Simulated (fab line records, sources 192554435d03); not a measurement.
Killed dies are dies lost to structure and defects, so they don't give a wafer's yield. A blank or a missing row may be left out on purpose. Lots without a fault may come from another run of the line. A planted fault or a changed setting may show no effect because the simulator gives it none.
Split-lot experiment | flow n5_finfet | 7 lots, 39 wafers read, on a route of 1938 steps

THE SPLIT
At N5_DUMMY_GATE_ETCH_37 (etches SOC in N2/H2, target depth 60 nm, overetch 30 nm), the setting source_w was moved away from the recipe's 840 W on 15 of the 39 wafers read, by -17.6% to -10.8%. The other wafers ran this setting at the recipe's value.

The reading is taken at the split's own step.

THE READING
rf_vpp_V, in V, at N5_DUMMY_GATE_ETCH_37 (etches SOC in N2/H2, target depth 60 nm, overetch 30 nm). Fault-free wafers of this fab line usually give 523.6 V, standard deviation 2.5 V.

wafer  | tool, chamber at the split | source_w as run, W | against the recipe | rf_vpp_V, V | against lot-mates on the recipe
L074.1 | rie_diel-03, 0             | 693.7              | -17.4%             | 561.8       | +38.0
L074.2 | rie_diel-03, 3             | 840                | recipe             | 524.8       | -
L074.3 | rie_diel-03, 1             | 840                | recipe             | 525.6       | -
L074.4 | rie_diel-03, 2             | 693.7              | -17.4%             | 553.6       | +29.8
L074.5 | rie_diel-03, 2             | 840                | recipe             | 521.0       | -
L074.6 | rie_diel-03, 1             | 693.7              | -17.4%             | 557.8       | +34.0
L075.2 | rie_diel-05, 2             | 840                | recipe             | 525.6       | -
L075.5 | rie_diel-05, 2             | 840                | recipe             | 523.7       | -
L075.6 | rie_diel-05, 3             | 840                | recipe             | 524.6       | -
L077.1 | rie_diel-05, 3             | 840                | recipe             | 523.7       | -
L077.2 | rie_diel-05, 1             | 840                | recipe             | 521.2       | -
L077.3 | rie_diel-05, 2             | 749.5              | -10.8%             | 543.7       | +21.5
L077.4 | rie_diel-05, 0             | 749.5              | -10.8%             | 541.8       | +19.6
L077.5 | rie_diel-05, 1             | 840                | recipe             | 521.6       | -
L077.6 | rie_diel-05, 2             | 749.5              | -10.8%             | 543.6       | +21.4
L078.1 | rie_diel-05, 1             | 746.9              | -11.1%             | 542.0       | +18.7
L078.2 | rie_diel-05, 2             | 746.9              | -11.1%             | 545.6       | +22.3
L078.3 | rie_diel-05, 3             | 746.9              | -11.1%             | 545.3       | +22.0
L078.4 | rie_diel-05, 3             | 840                | recipe             | 525.5       | -
L078.5 | rie_diel-05, 2             | 840                | recipe             | 522.9       | -
L078.6 | rie_diel-05, 1             | 840                | recipe             | 521.5       | -
L086.1 | rie_diel-04, 1             | 840                | recipe             | 524.2       | -
L086.2 | rie_diel-04, 3             | 743                | -11.5%             | 549.5       | +26.8
L086.3 | rie_diel-04, 2             | 743                | -11.5%             | 543.5       | +20.8
L086.4 | rie_diel-04, 0             | 743                | -11.5%             | 543.7       | +21.0
L086.5 | rie_diel-04, 2             | 840                | recipe             | 520.2       | -
L086.6 | rie_diel-04, 1             | 840                | recipe             | 523.7       | -
L087.1 | rie_diel-05, 0             | 691.9              | -17.6%             | 556.7       | +34.2
L087.2 | rie_diel-05, 2             | 691.9              | -17.6%             | 559.3       | +36.8
L087.3 | rie_diel-05, 3             | 840                | recipe             | 525.3       | -
L087.4 | rie_diel-05, 1             | 840                | recipe             | 520.6       | -
L087.5 | rie_diel-05, 1             | 840                | recipe             | 521.7       | -
L087.6 | rie_diel-05, 0             | 691.9              | -17.6%             | 557.8       | +35.3
L093.1 | rie_diel-03, 0             | 840                | recipe             | 525.9       | -
L093.2 | rie_diel-03, 2             | 840                | recipe             | 520.7       | -
L093.3 | rie_diel-03, 3             | 840                | recipe             | 524.7       | -
L093.4 | rie_diel-03, 3             | 840                | recipe             | 525.5       | -
L093.5 | rie_diel-03, 2             | 840                | recipe             | 521.2       | -
L093.6 | rie_diel-03, 0             | 840                | recipe             | 527.2       | -

THE FIT
A straight line over all 39 wafers: rf_vpp_V changes by -1.94 V for each +1% of source_w; r = -0.99; the points scatter about the line by 2.2 V.
The same after taking each lot's own level away (the mean of its wafers on the recipe; 39 wafers): -1.97 V for each +1%; r = -0.99; scatter 2.1 V.
On that fit, the largest move of source_w shifts the reading by 35 V.
The lots' own levels span 522.17 to 524.63 V, that is 1.0 times the standard deviation above.
So the lot-to-lot level changes the slope little: the two slopes agree.
Check: with one of the wafers moved furthest among these (-17.6%) left out of the fit, the line predicts +34.7 V for it against its lot-mates. It came out at +34.2 V against them.
Tool readings at the split's step, against how far the setting was moved: rf_vpp_V r = -0.99.

OTHER SPLITS ON THESE WAFERS
These wafers also went through other splits before the reading. Each is held against what the fit with the lots' levels taken away leaves over:
other split on the same wafers | wafers away from the commonest value | r with rf_vpp_V (lot level and that fit taken away)
N5_FIN_CUT_ETCH_21 bias_w      | 15                                   | -0.11

THE FILE'S OWN FIT
rf_vpp_V changes by -1.96 V for each +1% of source_w, r = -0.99.
